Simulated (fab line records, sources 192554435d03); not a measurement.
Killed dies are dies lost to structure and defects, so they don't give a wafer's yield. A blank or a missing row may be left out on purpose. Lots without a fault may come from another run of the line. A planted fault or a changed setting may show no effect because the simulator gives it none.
Split-lot experiment | flow n5_finfet | 7 lots, 21 wafers read, on a route of 1938 steps

THE SPLIT
At N5_BEOL_M0_SAQP_PECVD_00 (deposits SiCN from 3MS/NH3, target thk 8 nm, time 14 s), the setting time_s was moved away from the recipe's 14 s on 8 of the 21 wafers read, by -11.2% to +12.6%. The other wafers ran this setting at the recipe's value.

The reading is taken at the split's own step.

THE READING
SiCN_of_BEOL_M0_SAQP_PECVD_00.thk_nm (the simulator's own value, which no gauge read), in nm, at N5_BEOL_M0_SAQP_PECVD_00 (deposits SiCN from 3MS/NH3, target thk 8 nm, time 14 s). The file gives no usual value for it. The 13 wafers here that ran the recipe average 8.1 nm, standard deviation 0.12 nm.

wafer  | tool, chamber at the split | time_s as run, s | against the recipe | SiCN_of_BEOL_M0_SAQP_PECVD_00.thk_nm, nm | against lot-mates on the recipe
L075.3 | pecvd-03, 2                | 14.78            | +5.6%              | 8.2                                      | +0.1
L075.4 | pecvd-03, 0                | 14               | recipe             | 8.2                                      | -
L075.6 | pecvd-03, 1                | 14               | recipe             | 8                                        | -
L078.3 | pecvd-04, 2                | 15.05            | +7.5%              | 8.6                                      | +0.6
L078.4 | pecvd-04, 2,1              | 14               | recipe             | 8                                        | -
L078.6 | pecvd-04, 2,1              | 14               | recipe             | 8                                        | -
L079.3 | pecvd-04, 0                | 15.76            | +12.6%             | 9                                        | +0.8
L079.4 | pecvd-04, 2                | 14               | recipe             | 8.2                                      | -
L079.6 | pecvd-04, 1                | 15.76            | +12.6%             | 9.2                                      | +1.0
L080.1 | pecvd-01, 0                | 14.88            | +6.3%              | 8.4                                      | +0.4
L080.2 | pecvd-01, 1                | 14               | recipe             | 8                                        | -
L080.4 | pecvd-01, 1                | 14.88            | +6.3%              | 8.6                                      | +0.6
L086.2 | pecvd-01, 1,2              | 14               | recipe             | 8                                        | -
L086.5 | pecvd-01, 1,2              | 14               | recipe             | 8                                        | -
L086.3 | pecvd-01, 0                | 14               | recipe             | 7.8                                      | -
L090.1 | pecvd-03, 2,1              | 14               | recipe             | 8.2                                      | -
L090.4 | pecvd-03, 2,1              | 14               | recipe             | 8.2                                      | -
L090.6 | pecvd-03, 2                | 14               | recipe             | 8                                        | -
L093.1 | pecvd-04, 0                | 12.43            | -11.2%             | 7                                        | -1.2
L093.2 | pecvd-04, 1                | 14               | recipe             | 8.2                                      | -
L093.6 | pecvd-04, 2                | 12.43            | -11.2%             | 7.2                                      | -1.0
Where a row lists several chambers, the file gives one row for several wafers and doesn't say which wafer went through which chamber.

THE FIT
A straight line over all 21 wafers: SiCN_of_BEOL_M0_SAQP_PECVD_00.thk_nm changes by +0.0801 nm for each +1% of time_s; r = +0.96; the points scatter about the line by 0.14 nm.
The same after taking each lot's own level away (the mean of its wafers on the recipe; 21 wafers): +0.0818 nm for each +1%; r = +0.97; scatter 0.13 nm.
On that fit, the largest move of time_s shifts the reading by 1 nm.
The lots' own levels span 7.93 to 8.20 nm, that is 2.2 times the standard deviation above.
So the lot-to-lot level changes the slope little: the two slopes agree.
Check: with one of the wafers moved furthest among these (+12.6%) left out of the fit, the line predicts +1.03 nm for it against its lot-mates. It came out at +0.8 nm against them.

OTHER SPLITS ON THESE WAFERS
These wafers also went through other splits before the reading. Each is held against what the fit with the lots' levels taken away leaves over:
other split on the same wafers       | wafers away from the commonest value | r with SiCN_of_BEOL_M0_SAQP_PECVD_00.thk_nm (lot level and that fit taken away)
N5_HKMG_FIN_ETCH_31 bias_w           | 10                                   | +0.18
N5_MOL_CONTACT_COAG_ETCH_105 bias_w  | 6                                    | -0.25
N5_MOL_CONTACT_COAG_PECVD_31 time_s  | 5                                    | -0.07
N5_MOL_CONTACT_COAG_COAT_76 spin_rpm | 8                                    | -0.12

THE FILE'S OWN FIT
SiCN_of_BEOL_M0_SAQP_PECVD_00.thk_nm changes by +0.0776 nm for each +1% of time_s, r = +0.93.
